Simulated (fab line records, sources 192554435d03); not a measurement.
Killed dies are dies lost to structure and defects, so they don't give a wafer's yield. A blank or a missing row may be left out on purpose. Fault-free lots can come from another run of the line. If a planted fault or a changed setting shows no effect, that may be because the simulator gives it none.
Lot-split experiment ; flow n5_finfet ; route with 1938 steps; 7 lots, 21 wafers read

THE SPLIT
At N5_BEOL_M11_ALD_74 (deposits TaN, target thk 2 nm, pulse time 2 s, purge time 3 s), the setting ald_cycles was moved away from the recipe's 40 on 9 of the 21 wafers read, by -15.0% to +15.0%. This setting was run at the recipe's value on the other wafers.

The reading comes from the split's own step.

THE READING
TaN_of_BEOL_M11_ALD_74.thk_nm (the simulator's own value, which no gauge read), in nm, at N5_BEOL_M11_ALD_74 (deposits TaN, target thk 2 nm, pulse time 2 s, purge time 3 s). The file gives no usual value for it.

wafer;tool, chamber at the split;ald_cycles as run;against the recipe;TaN_of_BEOL_M11_ALD_74.thk_nm, nm;against lot-mates on the recipe
L075.1;ald_metal-01, 0,1;40;recipe;2;-
L075.4;ald_metal-01, 0,1;40;recipe;2;-
L075.6;ald_metal-01, 3;46;+15.0%;2.4;+0.4
L076.1;ald_metal-04, 1,2;40;recipe;2;-
L076.4;ald_metal-04, 1,2;40;recipe;2;-
L076.6;ald_metal-04, 0;37;-7.5%;1.8;-0.2
L078.1;ald_metal-04, 3,1,1;40;recipe;2;-
L078.2;ald_metal-04, 3,1,1;40;recipe;2;-
L078.6;ald_metal-04, 3,1,1;40;recipe;2;-
L085.1;ald_metal-03, 1;40;recipe;2;-
L085.4;ald_metal-03, 1,0;34;-15.0%;1.6;-0.4
L085.5;ald_metal-03, 1,0;34;-15.0%;1.6;-0.4
L089.3;ald_metal-04, 2,1;36;-10.0%;1.8;-0.2
L089.5;ald_metal-04, 2,1;36;-10.0%;1.8;-0.2
L089.6;ald_metal-04, 2;40;recipe;2;-
L093.4;ald_metal-04, 1,0,1;40;recipe;2;-
L093.5;ald_metal-04, 1,0,1;40;recipe;2;-
L093.6;ald_metal-04, 1,0,1;40;recipe;2;-
L097.3;ald_metal-04, 3,3,2;35;-12.5%;1.8;no lot-mate on the recipe
L097.5;ald_metal-04, 3,3,2;35;-12.5%;1.8;no lot-mate on the recipe
L097.6;ald_metal-04, 3,3,2;35;-12.5%;1.8;no lot-mate on the recipe
Rows listing several chambers each stand for several wafers; the file does not say which wafer went through which chamber.

FIT RESULTS
A straight line over all 21 wafers: TaN_of_BEOL_M11_ALD_74.thk_nm changes by +0.0227 nm for each +1% of ald_cycles; r = +0.97; the points scatter about the line by 0.041 nm.
The same after taking each lot's own level away (the mean of its wafers on the recipe; 18 wafers): +0.0254 nm for each +1%; r = +0.99; scatter 0.02 nm.
That fit puts the effect of the largest move of ald_cycles on the reading at 0.38 nm.
The lots' own levels span 2.00 to 2.00 nm.
Hence the slope depends on the lot-to-lot level, as the two fits are not the same.
Check: for one of the wafers moved furthest among these (-15.0%), held out of the fit, the line's prediction against its lot-mates is -0.37 nm. Against them it came out at -0.4 nm.

ADDITIONAL SPLITS CARRIED BY THESE WAFERS
Before the reading, these wafers also passed through other splits. Each is held against what the fit with the lots' levels taken away leaves over:
other split on the same wafers;wafers away from the commonest value;r with TaN_of_BEOL_M11_ALD_74.thk_nm (lot level and that fit taken away)
N5_BEOL_M7_ETCH_62 source_w;10;+0.14
N5_BEOL_M8_COAT_22 spin_rpm;7;+0.01
N5_BEOL_M10_COAT_63 spin_rpm;2;+0.06
N5_BEOL_M10_PEB_26 peb_time_s;5;+0.35
N5_BEOL_M10_VIA_ETCH_34 time_s;7;-0.66
N5_BEOL_M10_ETCH_41 source_w;7;+0.14
N5_BEOL_M11_CURE_72 time_s;10;-0.34

THE FILE'S OWN FIT
TaN_of_BEOL_M11_ALD_74.thk_nm changes by +0.0256 nm for each +1% of ald_cycles, r = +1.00.
